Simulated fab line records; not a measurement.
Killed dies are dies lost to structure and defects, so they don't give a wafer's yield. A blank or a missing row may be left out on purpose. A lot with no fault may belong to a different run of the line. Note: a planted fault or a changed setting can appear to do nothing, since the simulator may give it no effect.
Struck lot and sound lot, side by side -- flow nand_harc -- 14 steps out of a route of 1159
Sound: these wafers, L405.2, L405.3, L405.5. The struck wafers were L413.3, L413.4, L413.5. At the end, the cause is stated.
Order at every step that has rows: each side's tool, ch and its chambers, its first start. Under that, the readings that differ: sound wafers -- struck wafers -- difference of the means -- sigmas: that difference in standard deviations of wafers without a fault.
alike: words and numbers the same on both sides, and readings whose means are apart by under 2 such deviations; not compared: readings that were withheld, readings missing a value for some wafer, numbers with overlapping values and no deviation given by the record, and bounds like >300 which may hide the same value.
A row with sigmas, a row that says differs or no value, or rows on one side alone: a step with any of these is where the two part. Non-overlapping numbers with no deviation appear without sigmas and do not part them. Lack of a reading on every wafer of one side parts them only where that side has two or more wafers.

first, 2 steps without rows for these wafers: NHARC_P_BONDPAD_PRECLEAN_30 (cleans in DIW, time 300 s); NHARC_P_BONDPAD_SRD_31 (time 30 s, dry time 20 s).
NHARC_A_START_INSPECT_01:
  sound on defect_inspect-01, day 7 03:04; struck on defect_inspect-02, day 9 00:46
  alike: raw_defect_count
then, 9 steps without rows for these wafers: NHARC_A_ZERO_WELL_PRECLEAN_00 (cleans in SPM, time 600 s); NHARC_A_ZERO_WELL_SRD_01; NHARC_A_ZERO_WELL_DEHYDRATE_02 (time 120 s); NHARC_A_ZERO_WELL_HMDS_03 (time 30 s); NHARC_A_ZERO_WELL_COAT_18 (time 65 s); NHARC_A_ZERO_WELL_COAT_04 (resist thk 600 nm); NHARC_A_ZERO_WELL_SOFTBAKE_05 (time 70 s); NHARC_A_ZERO_WELL_EBR_06; NHARC_A_ZERO_WELL_EXPOSE_07 (exposes mask A ZERO).
NHARC_A_ZERO_WELL_PEB_08: peb time 80 s.
  sound on litho_track-07 ch 0, day 7 03:49; struck on litho_track-05, day 9 01:31
  no value came back on the struck wafers for chill_plate_temp_C (C), exhaust_pa (Pa); on the sound wafers chill_plate_temp_C (C) reads 23.16 23.08 22.95
then, 1 step without rows for these wafers: NHARC_A_ZERO_WELL_DEVELOP_09 (time 50 s).

## WHERE THEY PART
Only at NHARC_A_ZERO_WELL_PEB_08, within this record.

WHY: what the simulator had put in
Step skipped in full: litho_track-05, at NHARC_A_ZERO_WELL_PEB_08, from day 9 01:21 onward. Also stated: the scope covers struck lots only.
